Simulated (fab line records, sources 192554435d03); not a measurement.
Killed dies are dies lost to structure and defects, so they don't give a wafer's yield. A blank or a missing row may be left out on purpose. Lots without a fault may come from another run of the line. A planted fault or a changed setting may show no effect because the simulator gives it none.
Chamber matching | flow n5_finfet | N5_BEOL_M8_CURE_74 on uv_cure-03: 3 sister chambers
The step cures SiCOH lowk, time 240 s. 22 wafers are shown with their chamber, then 11 later ones without.

WAFERS WITH THEIR CHAMBER
wafer  | chamber | wafer_temp_C_max | lamp_power_pct (%)
L075.2 | 2       | 387.0            | 52.37
L075.3 | 2       | 386.8            | 52.27
L075.6 | 2       | 386.6            | 52.42
L077.1 | 1       | 386.5            | 52.25
L077.2 | 1       | 386.1            | 52.39
L077.5 | 1       | 386.0            | 52.24
L079.1 | 2       | 386.7            | 52.34
L079.2 | 2       | 386.7            | 52.29
L079.4 | 2       | 386.9            | 52.30
L080.2 | 1       | 385.8            | 52.35
L080.3 | 1       | 386.2            | 52.38
L080.6 | 1       | 386.5            | 52.28
L082.2 | 0       | 386.9            | 52.31
L082.3 | 0       | 387.0            | 52.35
L082.6 | 0       | 387.3            | 52.40
L081.1 | 1       | 386.7            | 52.33
L081.3 | 1       | 386.4            | 52.26
L081.6 | 1       | 386.3            | 52.23
L083.3 | 2       | 386.7            | 52.35
L083.4 | 2       | 387.1            | 52.37
L083.5 | 2       | 387.5            | 52.26
L084.1 | 0       | 386.1            | 52.29

SIGNATURES (means of the wafers above)
reading          | chamber 0 | chamber 1 | chamber 2 | scatter within a chamber
wafer_temp_C_max | 386.825   | 386.278   | 386.889   | 0.329
lamp_power_pct   | 52.3375   | 52.3011   | 52.3300   | 0.0566
Rule: a wafer's distance from a chamber is the root of the sum, over the readings, of the square of ((its reading less the chamber's mean) divided by the reading's scatter). The wafer belongs to the nearest chamber; if the next one is less than 2 further off, it can't be placed. The scatter: the root of (the sum of the squares of (reading less its chamber's mean) over the shown wafers, divided by (wafers less chambers)).

WAFERS WITHOUT THEIR CHAMBER
wafer  | wafer_temp_C_max | lamp_power_pct (%)
L084.2 | 386.1            | 52.33
L084.4 | 385.9            | 52.36
L086.2 | 386.0            | 52.34
L086.3 | 386.4            | 52.37
L086.4 | 386.0            | 52.34
L094.1 | 386.9            | 52.37
L094.2 | 387.3            | 52.29
L094.3 | 387.1            | 52.32
L094.4 | 386.4            | 52.37
L094.5 | 387.0            | 52.32
L094.6 | 387.1            | 52.35

WHICH CHAMBER EACH WENT THROUGH
wafer  | from the rows above          | in truth
L084.2 | can't be placed: 1 or 0 or 2 | 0
L084.4 | can't be placed: 1 or 0 or 2 | 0
L086.2 | can't be placed: 1 or 0 or 2 | 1
L086.3 | can't be placed: 1 or 0 or 2 | 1
L086.4 | can't be placed: 1 or 0 or 2 | 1
L094.1 | can't be placed: 0 or 2 or 1 | 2
L094.2 | can't be placed: 2 or 0 or 1 | 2
L094.3 | can't be placed: 2 or 0 or 1 | 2
L094.4 | can't be placed: 1 or 0 or 2 | 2
L094.5 | can't be placed: 2 or 0 or 1 | 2
L094.6 | can't be placed: 2 or 0 or 1 | 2
Placed correctly: 0 of 11. Can't be placed from these rows: 11 (the true chamber is among the candidates in 11). Placed wrongly: 0.
